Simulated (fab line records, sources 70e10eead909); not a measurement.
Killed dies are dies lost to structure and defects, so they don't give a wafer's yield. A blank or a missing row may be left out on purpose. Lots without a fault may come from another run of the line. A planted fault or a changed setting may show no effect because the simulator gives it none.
fab line records | flow nand_harc | part 2 of 2: steps 24 to 24 of 24
record lots=7 wafers=21 last_day=24
route steps=1159 shown P_M1@315 P_M2@318 END@1159
lots that met no fault: from a run of the same line without faults
start_h: hours from the record's first day to the start of the lot's first wafer shown | wait_h: hours since the lot's step before | " the same as in the row above | L1.1+2: a row that stands for several wafers | - no value, or no start given | * or withheld: withheld | < > ~ a bound
route shown NAME@n: a module of which the file shows steps, and the number in the route of the first | usual: mean/standard deviation of fault-free wafers | same: alike in all rows | chamber/n: place in a boat | sites: the reading at each site | _std_site: their standard deviation | _edge_site: outer sites' mean less inner sites' | radius_mm: how far each site lies from the wafer's centre | mask NAME#n: copy n | behind: the tool/chamber that last shaped the wafer | hold: why the lot was held/for how many hours/how that ended | device: the transistor (n, p or np) that didn't switch | end of line: the same wafers' tests at the end of the route | a step without rows: its recipe alone | killed: dies lost to structure and defects at the first sort, not the wafer's yield | map: a wafer's dies, x killed, . not, _ none there
set.NAME: the setting as run; set.NAME@STEP: as run at that earlier step | model.NAME: the simulator's own value behind a step, which no gauge read
lots at some steps of the route; a table a step, a row a wafer
services: from which hour (start_h, from the record's first day; less than 0 if before it) a tool's chamber was out of use, for how many hours, and why
## steps
# step NHARC_END_SORT_01
# recipe temp_c=25
# usual defect_limited_yield=95.5/1.3 killed_at_array=26/8.4 killed_at_other=0.7/0.97 killed_at_periphery=3.2/2.2 killed_dies=30/8.5 killed_open=3.4/2 killed_short=2/1.3 sort_bin_2_pct=1.5/0.52 sort_bin_3_pct=0.21/0.18 sort_bin_4_pct=2.8/0.91 sort_n_pass=647/8.5 sort_rim_yield_pct=94.8/2.7 sort_yield_pct=95.5/1.3
# same gross_dies=677 sort_bin_5_pct[%]=0 sort_bin_6_pct[%]=0 sort_bin_7_pct[%]=0 sort_bin_8_pct[%]=0 sort_rim_n_gross=106.00
# columns lot.wafer tool chamber start_h wait_h defect_limited_yield[%] killed_at_array killed_at_other killed_at_periphery killed_dies killed_open killed_short sort_bin_2_pct[%] sort_bin_3_pct[%] sort_bin_4_pct[%] sort_n_pass sort_rim_yield_pct[%] sort_yield_pct[%]
L629.3 prober-02 0 443.33 3.1 96.2 24 1 1 26 3 1 1.2 0.15 2.5 651 96.2 96.2
L629.5 prober-02 0 444.92 3.7 95.6 25 1 4 30 1 4 0.9 0.30 3.2 647 96.2 95.6
L629.6 prober-02 0 445.72 4.0 95.4 26 1 4 31 1 2 1.8 0.15 2.7 646 93.4 95.4
L633.1 prober-02 0 471.07 2.5 96.5 22 0 2 24 1 2 1.5 0.15 1.9 653 98.1 96.5
L633.3 prober-02 0 472.69 3.1 96.2 19 0 7 26 4 3 1.3 0.15 2.4 651 95.3 96.2
L633.5 prober-02 0 474.30 3.7 95.6 22 0 8 30 6 2 1.2 0.15 3.1 647 96.2 95.6
L632.1 prober-01 0 471.11 2.5 95.1 26 2 5 33 8 2 1.9 0.15 2.8 644 96.2 95.1
L632.4 prober-01 0 473.53 3.4 96.5 21 0 3 24 3 2 1.2 0.15 2.2 653 94.3 96.5
L632.5 prober-01 0 474.34 3.7 96.2 20 1 5 26 3 1 1.0 0.44 2.4 651 93.4 96.2
L634.2 prober-02 0 483.15 2.7 95.9 23 1 4 28 1 3 1.2 0.30 2.7 649 96.2 95.9
L634.3 prober-02 0 483.94 3.1 95.1 28 4 1 33 6 1 1.8 0.15 3.0 644 98.1 95.1
L634.5 prober-02 0 485.53 3.7 96.8 16 2 4 22 1 2 0.9 0.15 2.2 655 97.2 96.8
L635.2 prober-01 0 490.71 2.9 96.2 21 1 4 26 4 1 0.9 0.15 2.8 651 90.6 96.2
L635.3 prober-01 0 491.51 3.1 96.2 21 0 5 26 6 4 0.6 0.15 3.1 651 93.4 96.2
L635.6 prober-01 0 493.90 4.0 96.8 19 1 2 22 2 1 1.2 0.15 1.9 655 96.2 96.8
L645.1 prober-01 0 541.40 2.5 95.3 29 0 3 32 2 2 1.5 0.15 3.1 645 96.2 95.3
L645.3 prober-01 0 542.99 3.1 95.4 29 0 2 31 3 2 1.6 0.15 2.8 646 95.3 95.4
L645.5 prober-01 0 544.59 3.7 95.3 28 2 2 32 3 5 2.2 0.44 2.1 645 92.5 95.3
L650.1 prober-02 0 563.52 2.5 94.8 31 0 4 35 2 2 1.8 0.15 3.2 642 95.3 94.8
L650.2 prober-02 0 564.33 2.8 94.4 35 0 3 38 2 1 1.5 0.30 3.8 639 98.1 94.4
L650.3 prober-02 0 565.14 3.1 93.8 39 1 2 42 5 1 2.7 0.30 3.2 635 91.5 93.8
# killed by level:class
L629.3 A_CHANNEL_HOLE_D1:chamber_film_flake=14 A_SLIT:chamber_film_flake=6 P_CONTACT:geometric_particle:open=1 A_WL_FILL:geometric_particle:short=1 A_WL_FILL:geometric_particle:open=1 A_M0:geometric_particle:open=1 A_CONTACT:chamber_film_flake=1 THIN_TSV:chamber_film_flake=1
L629.5 A_CHANNEL_HOLE_D1:chamber_film_flake=12 A_SLIT:chamber_film_flake=5 P_M1:chamber_film_flake=4 A_ONON_D1:geometric_particle:short=3 A_CONTACT:chamber_film_flake=3 THIN_TSV:chamber_film_flake=1 A_M0:geometric_particle:short=1 A_M0:geometric_particle:open=1
L629.6 A_CHANNEL_HOLE_D1:chamber_film_flake=15 A_SLIT:chamber_film_flake=8 P_M1:chamber_film_flake=3 P_CONTACT:geometric_particle:short=1 A_ONON_D1:geometric_particle:short=1 A_ONON_D1:geometric_particle:open=1 A_CONTACT:chamber_film_flake=1 THIN_TSV:chamber_film_flake=1
L633.1 A_CHANNEL_HOLE_D1:chamber_film_flake=15 A_ONON_D1:geometric_particle:short=1 A_CHANNEL_FILL_D1:geometric_particle:short=1 A_CONTACT:geometric_particle:open=1 P_ZERO_WELL:chamber_film_flake=1 P_STI:chamber_film_flake=1 A_ZERO_WELL:chamber_film_flake=1 A_CHANNEL_FILL_D1:chamber_film_flake=1
L632.1 A_SLIT:chamber_film_flake=10 A_CONTACT:chamber_film_flake=5 P_M0:geometric_particle:open=2 A_WL_FILL:chamber_film_flake=2 A_BLC:chamber_film_flake=2 THIN_TSV:chamber_film_flake=2 P_GATE:geometric_particle:open=1 P_M1:geometric_particle:open=1
L633.3 A_CHANNEL_HOLE_D1:chamber_film_flake=11 P_STI:chamber_film_flake=5 A_CONTACT:geometric_particle:open=3 A_CONTACT:chamber_film_flake=2 P_CONTACT:geometric_particle:short=1 A_SGD_CUT:geometric_particle:short=1 A_WL_FILL:geometric_particle:short=1 A_BLC:geometric_particle:open=1
L632.4 A_SLIT:chamber_film_flake=9 A_CONTACT:geometric_particle:open=2 A_CHANNEL_HOLE_D1:chamber_film_flake=2 A_WL_FILL:chamber_film_flake=2 A_CONTACT:chamber_film_flake=2 A_BLC:chamber_film_flake=2 P_GATE:geometric_particle:open=1 P_GATE:geometric_particle:short=1
L633.5 A_CHANNEL_HOLE_D1:chamber_film_flake=14 P_STI:chamber_film_flake=3 P_CONTACT:geometric_particle:open=2 A_CHANNEL_HOLE_D1:geometric_particle:open=2 A_STAIRCASE:chamber_film_flake=2 P_M0:geometric_particle:open=1 A_ONON_D1:geometric_particle:open=1 A_ONON_D1:geometric_particle:short=1
L632.5 A_SLIT:chamber_film_flake=7 A_CONTACT:chamber_film_flake=5 A_BLC:chamber_film_flake=4 P_BONDPAD:chamber_film_flake=2 P_CONTACT:geometric_particle:open=1 P_M0:geometric_particle:open=1 A_M0:geometric_particle:open=1 A_M0:geometric_particle:short=1
L634.2 A_CHANNEL_HOLE_D1:chamber_film_flake=16 P_STI:chamber_film_flake=3 A_STAIRCASE:chamber_film_flake=2 P_GATE:geometric_particle:short=1 A_SOURCE_PLATE:geometric_particle:short=1 A_ONON_D1:geometric_particle:short=1 A_CONTACT:geometric_particle:open=1 A_ZERO_WELL:chamber_film_flake=1
L634.3 A_CHANNEL_HOLE_D1:chamber_film_flake=14 THIN_TSV:chamber_film_flake=4 A_CONTACT:chamber_film_flake=3 A_ONON_D1:geometric_particle:open=2 A_CONTACT:geometric_particle:open=2 A_M0:geometric_particle:open=2 A_STAIRCASE:chamber_film_flake=2 A_CHANNEL_HOLE_D1:geometric_particle:short=1
L634.5 A_CHANNEL_HOLE_D1:chamber_film_flake=11 P_STI:chamber_film_flake=2 A_M0:chamber_film_flake=2 THIN_TSV:chamber_film_flake=2 P_GATE:geometric_particle:short=1 A_BLC:geometric_particle:open=1 A_BLC:geometric_particle:short=1 A_CONTACT:chamber_film_flake=1
L635.2 A_SLIT:chamber_film_flake=8 A_STAIRCASE:chamber_film_flake=3 P_STI:chamber_film_flake=2 A_WL_FILL:chamber_film_flake=2 A_M0:chamber_film_flake=2 P_M0:geometric_particle:open=1 A_CHANNEL_FILL_D1:geometric_particle:open=1 A_WL_FILL:geometric_particle:short=1
L635.3 A_SLIT:chamber_film_flake=6 A_CHANNEL_HOLE_D1:chamber_film_flake=3 A_STAIRCASE:chamber_film_flake=3 P_M0:geometric_particle:open=2 A_ONON_D1:geometric_particle:short=2 A_ONON_D1:geometric_particle:open=1 A_WL_FILL:geometric_particle:open=1 A_WL_FILL:geometric_particle:short=1
L635.6 A_SLIT:chamber_film_flake=11 A_CHANNEL_HOLE_D1:chamber_film_flake=2 A_STAIRCASE:chamber_film_flake=2 P_CONTACT:geometric_particle:open=1 A_ONON_D1:geometric_particle:open=1 A_M1:geometric_particle:short=1 P_STI:chamber_film_flake=1 A_ZERO_WELL:chamber_film_flake=1
L645.1 A_CHANNEL_HOLE_D1:chamber_film_flake=20 A_CONTACT:chamber_film_flake=4 P_ZERO_WELL:chamber_film_flake=2 P_M0:geometric_particle:open=1 A_CHANNEL_HOLE_D1:geometric_particle:open=1 A_WL_FILL:geometric_particle:short=1 A_CONTACT:geometric_particle:short=1 A_ZERO_WELL:chamber_film_flake=1
L645.3 A_CHANNEL_HOLE_D1:chamber_film_flake=18 A_STAIRCASE:chamber_film_flake=3 A_CONTACT:geometric_particle:open=2 P_ZERO_WELL:chamber_film_flake=2 A_CONTACT:chamber_film_flake=2 A_SOURCE_PLATE:geometric_particle:open=1 A_WL_FILL:geometric_particle:short=1 A_CONTACT:geometric_particle:short=1
L645.5 A_CHANNEL_HOLE_D1:chamber_film_flake=17 A_STAIRCASE:chamber_film_flake=2 A_CONTACT:chamber_film_flake=2 THIN_TSV:chamber_film_flake=2 P_GATE:geometric_particle:open=1 P_M0:geometric_particle:short=1 A_ONON_D1:geometric_particle:short=1 A_CHANNEL_HOLE_D1:geometric_particle:open=1
L650.1 A_CHANNEL_HOLE_D1:chamber_film_flake=18 A_CONTACT:chamber_film_flake=5 P_ZERO_WELL:chamber_film_flake=2 A_STAIRCASE:chamber_film_flake=2 A_WL_FILL:chamber_film_flake=2 P_STI:geometric_particle:short=1 A_ONON_D1:geometric_particle:open=1 A_WL_FILL:geometric_particle:short=1
L650.2 A_CHANNEL_HOLE_D1:chamber_film_flake=22 A_CONTACT:chamber_film_flake=6 P_ZERO_WELL:chamber_film_flake=3 A_SLIT:chamber_film_flake=2 A_ONON_D1:geometric_particle:open=1 A_SGD_CUT:geometric_particle:short=1 A_M0:geometric_particle:open=1 A_CHANNEL_FILL_D1:chamber_film_flake=1
L650.3 A_CHANNEL_HOLE_D1:chamber_film_flake=25 A_CONTACT:chamber_film_flake=7 A_ONON_D1:geometric_particle:open=2 P_ZERO_WELL:chamber_film_flake=2 A_WL_FILL:geometric_particle:open=1 A_WL_FILL:geometric_particle:short=1 A_BLC:geometric_particle:open=1 A_M0:geometric_particle:open=1
## services
# columns tool chamber start_h hours kind
rie_diel-07 0 109.20 - clean
rie_diel-07 1 109.20 - clean
rie_diel-07 2 109.20 - clean
rie_diel-07 3 109.20 - clean
pecvd-03 - 111.35 13.0 pm
litho_track-06 - 117.00 7.0 pm
rie_diel-10 - 117.58 0.2 repair
rie_diel-10 3 127.17 16.4 repair
rie_diel-07 0 133.70 - clean
rie_diel-07 1 133.70 - clean
rie_diel-07 2 133.70 - clean
rie_diel-07 3 133.70 - clean
pecvd-03 - 149.67 1.2 repair
rie_diel-07 1 163.69 6.3 repair
rie_diel-10 2 163.75 5.6 repair
rie_diel-10 1 164.87 9.6 repair
rie_diel-10 - 176.50 9.0 pm
rie_diel-11 2 185.50 4.2 repair
rie_diel-11 - 191.18 9.0 pm
rie_diel-07 1 199.37 6.0 repair
rie_diel-07 1 209.92 8.6 repair
rie_diel-10 2 225.95 9.4 repair
rie_diel-07 - 228.20 9.0 pm
pecvd-01 - 237.00 13.0 pm
